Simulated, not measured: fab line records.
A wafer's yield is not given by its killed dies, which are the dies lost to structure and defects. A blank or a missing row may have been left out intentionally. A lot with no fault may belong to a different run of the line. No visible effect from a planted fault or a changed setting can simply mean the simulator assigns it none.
Problem report in the 8D (eight disciplines) form, filled by code / flow n5_finfet / the parts of the form that need people (team, actions taken, sign-off) are left out

1. THE ISSUE
Mean of run_length_s at N5_BEOL_M2_COAT_61: 41.17 s across 4 wafers in 2 lots; on wafers with no fault it is 65.97 s (standard deviation 0.16). So: -99 or more standard deviations from the usual mean.
The step: time 60 s, resist thk 60 nm.
The first sign was on wafer L722.3 at day 8 08:40, on litho_track-05. The record holds 31 wafers of 11 lots with a number at this step. Rule for "out" (also "out of limits"): further than 4 standard deviations from the usual mean. Any other wafer with a number is counted as sound.

2. WHAT IT IS, AND WHAT IT ISN'T
question=which readings at this step | is=run_length_s, heater_power_total_W | is not=dispense_pressure_kPa
question=which lots | is=L722, L725 | is not=L716, L717, L718, L731, L734, L736, L737, L738, L739
question=which wafers of those lots | is=L722.3, L722.5, L725.3, L725.5 | is not=L722.6
question=read on which tools | is=litho_track-05 | is not=litho_track-03, litho_track-04
question=when | is=from day 8 08:40 | is not=up to then (10 sound wafers); but 17 sound wafers of L731, L734, L736, L737, L738, L739 came after

3. WHAT RULES OUT EACH SUSPECT
Counting: if a tool at a process step up to the reading ran every lot that is out, it stays a suspect. Sound lots after the first of them don't rule it out here, since some wafers of a struck lot are sound.
- litho_track-05 at N5_BEOL_M2_COAT_61 (time 60 s, resist thk 60 nm): kept. Ran every lot that is out, first one L722 (day 8 08:40); last sound lot up to then L717 (day 6 20:52). Out on those wafers are its own readings of heater_power_total_W, run_length_s.
After counting, what remains is litho_track-05 at N5_BEOL_M2_COAT_61.

4. THE CAUSE (what the simulator had put in)
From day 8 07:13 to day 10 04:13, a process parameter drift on litho_track-05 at N5_BEOL_M2_COAT_61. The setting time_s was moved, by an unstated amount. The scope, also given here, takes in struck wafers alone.
After counting, this tool was the only one left.

5. SEQUENCE OF EFFECTS, ordered by route
Each row: a reading whose mean over the struck wafers that have a number lies more than 3 standard deviations from the usual. Readings are gone through only where the record gives a usual standard deviation; hours: the median, over the lots, of the time from a lot's start at the first step in this table giving one to that lot's start at this step; sigmas: the change measured in usual standard deviations.
hours=0; step=N5_BEOL_M2_COAT_61; reading=heater_power_total_W; usual=500.7 W; on struck wafers=691.3; change=+190.6; sigmas=+99 or more
hours=0; step=N5_BEOL_M2_COAT_61; reading=run_length_s; usual=65.97 s; on struck wafers=41.17; change=-24.80; sigmas=-99 or more
Process steps it contains:
- N5_BEOL_M2_COAT_61: time 60 s, resist thk 60 nm.
Later measuring or inspecting steps at which every struck wafer that the step has a row for has a number for every such reading, and none has moved that far: N5_BEOL_M4_RC_MEAS_101.

6. HOW IT WOULD HAVE BEEN CAUGHT EARLIER
In this record the first reading out of limits was taken at day 8 08:40, 1 hour after the fault began at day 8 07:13.
